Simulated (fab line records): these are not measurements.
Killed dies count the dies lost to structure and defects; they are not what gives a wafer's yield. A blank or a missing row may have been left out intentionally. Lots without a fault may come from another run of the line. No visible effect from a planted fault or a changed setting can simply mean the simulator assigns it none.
Which tool was responsible? -- flow n5 finfet -- Sampling: 12 lots, 36 wafers, 2 of 1938 route steps

== WHAT THE GAUGES READ, wafer by wafer ==
N5_BEOL_M5_CD_MEAS_28: target cd 30.6 nm, target cd y 20 nm.
lot,measured,on,cd nm (nm)
L075,day 10 10:08,cd sem-01,30.81 30.64 30.76
L076,day 10 15:49,cd sem-01,30.64 30.63 30.54
L079,day 11 05:03,cd sem-03,30.98 30.39 30.59
L083,day 11 16:26,cd sem-03,30.65 30.56 30.74
L080,day 12 03:17,cd sem-03,30.32 30.76 30.58
L085,day 12 18:07,cd sem-02,30.16 30.04 30.79
L087,day 13 07:02,cd sem-02,30.49 30.75 30.43
L089,day 13 17:38,cd sem-03,29.92 30.47 30.13
L093,day 14 11:59,cd sem-02,30.71 30.08 30.32
L092,day 14 18:30,cd sem-03,30.95 30.19 30.30
L096,day 15 08:14,cd sem-02,30.37 30.44 30.70
L097,day 15 18:08,cd sem-03,30.84 30.40 30.93

== WHICH TOOL RAN EACH LOT (tool, then ch and the chambers of the sampled wafers, then the start) ==
lot,N5_BEOL_M4_PRE_CLEAN_45
L075,"pvd sputter-03, day 9 21:51"
L076,"pvd sputter-01, day 10 02:50"
L079,"pvd sputter-03, day 10 16:58"
L083,"pvd sputter-02, day 11 07:14"
L080,"pvd sputter-02, day 11 17:41"
L085,"pvd sputter-02, day 12 08:07"
L087,"pvd sputter-01, day 12 20:20"
L089,"pvd sputter-03, day 13 08:16"
L093,"pvd sputter-02, day 14 01:44"
L092,"pvd sputter-01, day 14 06:40"
L096,"pvd sputter-02, day 14 23:17"
L097,"pvd sputter-01, day 15 09:32"
- N5_BEOL_M4_PRE_CLEAN_45: time 30 s.

== THE ANSWER, worked out from the rows above alone ==
Rule: usual is defined by the lots themselves. The widest of any qualifying gaps counts: lots, ordered by their means at a reading, are off when they make up no more than a third of the lots, leave a main group of 4 or more, and stand apart from it by 3 or more times the standard deviation of that group's means. The tables above print the reading to a certain number of digits; a main group whose means all agree to those digits is not used. A lot without any number at a reading at which 4 lots or more have one is off too. Any other lot the step has rows for is counted as sound.
No lot is off at any reading shown: from this, nothing can be told.

== WHAT THE SIMULATOR HAD INSERTED ==
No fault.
